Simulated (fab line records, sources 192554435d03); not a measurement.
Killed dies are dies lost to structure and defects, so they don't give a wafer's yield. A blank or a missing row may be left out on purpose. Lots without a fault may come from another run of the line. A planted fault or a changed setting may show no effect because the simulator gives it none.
Split-lot experiment | flow n5_finfet | 7 lots, 21 wafers read, on a route of 1938 steps

THE SPLIT
At N5_BEOL_M1_ETCH_64 (etches SOC in N2/H2, target depth 75 nm, overetch 15 nm, time 112.5 s), the setting bias_w was moved away from the recipe's 150 W on 8 of the 21 wafers read, by -13.4% to +16.9%. The other wafers ran this setting at the recipe's value.

The reading is taken at the split's own step.

THE READING
rf_vpp_V, in V, at N5_BEOL_M1_ETCH_64 (etches SOC in N2/H2, target depth 75 nm, overetch 15 nm, time 112.5 s). Fault-free wafers of this fab line usually give 522.8 V, standard deviation 1.8 V.

wafer  | tool, chamber at the split | bias_w as run, W | against the recipe | rf_vpp_V, V | against lot-mates on the recipe
L077.2 | rie_diel-01, 3             | 150              | recipe             | 521.3       | -
L077.4 | rie_diel-01, 0             | 150              | recipe             | 524.3       | -
L077.5 | rie_diel-01, 2             | 150              | recipe             | 522.6       | -
L076.1 | rie_diel-03, 1             | 160.2            | +6.8%              | 545.1       | +22.3
L076.2 | rie_diel-03, 2             | 150              | recipe             | 522.8       | -
L076.6 | rie_diel-03, 1             | 160.2            | +6.8%              | 544.2       | +21.4
L081.4 | rie_diel-01, 3             | 129.9            | -13.4%             | 475.4       | -46.0
L081.5 | rie_diel-01, 2             | 150              | recipe             | 522.2       | -
L081.6 | rie_diel-01, 3             | 150              | recipe             | 520.6       | -
L080.2 | rie_diel-03, 2             | 175.4            | +16.9%             | 577.1       | +54.9
L080.5 | rie_diel-03, 2             | 150              | recipe             | 522.2       | -
L080.6 | rie_diel-03, 3             | 175.4            | +16.9%             | 576.2       | +54.0
L084.1 | rie_diel-01, 2             | 161.1            | +7.4%              | 544.9       | +20.7
L084.4 | rie_diel-01, 0             | 150              | recipe             | 524.2       | -
L084.5 | rie_diel-01, 0             | 161.1            | +7.4%              | 548.9       | +24.7
L085.2 | rie_diel-03, 0             | 162.3            | +8.2%              | 549.9       | +27.1
L085.3 | rie_diel-03, 1             | 150              | recipe             | 522.0       | -
L085.5 | rie_diel-03, 2             | 150              | recipe             | 523.6       | -
L095.1 | rie_diel-05, 3             | 150              | recipe             | 524.5       | -
L095.2 | rie_diel-05, 0             | 150              | recipe             | 522.1       | -
L095.5 | rie_diel-05, 0             | 150              | recipe             | 522.7       | -

THE FIT
A straight line over all 21 wafers: rf_vpp_V changes by +3.29 V for each +1% of bias_w; r = +1.00; the points scatter about the line by 1.4 V.
The same after taking each lot's own level away (the mean of its wafers on the recipe; 21 wafers): +3.26 V for each +1%; r = +1.00; scatter 1.2 V.
On that fit, the largest move of bias_w shifts the reading by 55 V.
The lots' own levels span 521.40 to 524.20 V, that is 1.6 times the standard deviation above.
So the lot-to-lot level changes the slope little: the two slopes agree.
Check: with one of the wafers moved furthest among these (+16.9%) left out of the fit, the line predicts +54.9 V for it against its lot-mates. It came out at +54.9 V against them.
Tool readings at the split's step, against how far the setting was moved: rf_vpp_V r = +1.00.

OTHER SPLITS ON THESE WAFERS
These wafers also went through other splits before the reading. Each is held against what the fit with the lots' levels taken away leaves over:
other split on the same wafers        | wafers away from the commonest value | r with rf_vpp_V (lot level and that fit taken away)
N5_HKMG_FIN_COAT_43 spin_rpm          | 7                                    | -0.11
N5_GATE_CUT_COAT_27 spin_rpm          | 5                                    | +0.12
N5_GATE_CUT_DESCUM_18 time_s          | 6                                    | +0.10
N5_MOL_CONTACT_COAG_EXPOSE_05 dose_mj | 7                                    | +0.49
N5_BEOL_M0_SAQP_EXPOSE_11 dose_mj     | 9                                    | +0.10
N5_BEOL_M0_ETCH_138 source_w          | 9                                    | -0.13
N5_BEOL_M1_EXPOSE_08 dose_mj          | 6                                    | +0.17

THE FILE'S OWN FIT
rf_vpp_V changes by +3.27 V for each +1% of bias_w, r = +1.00.
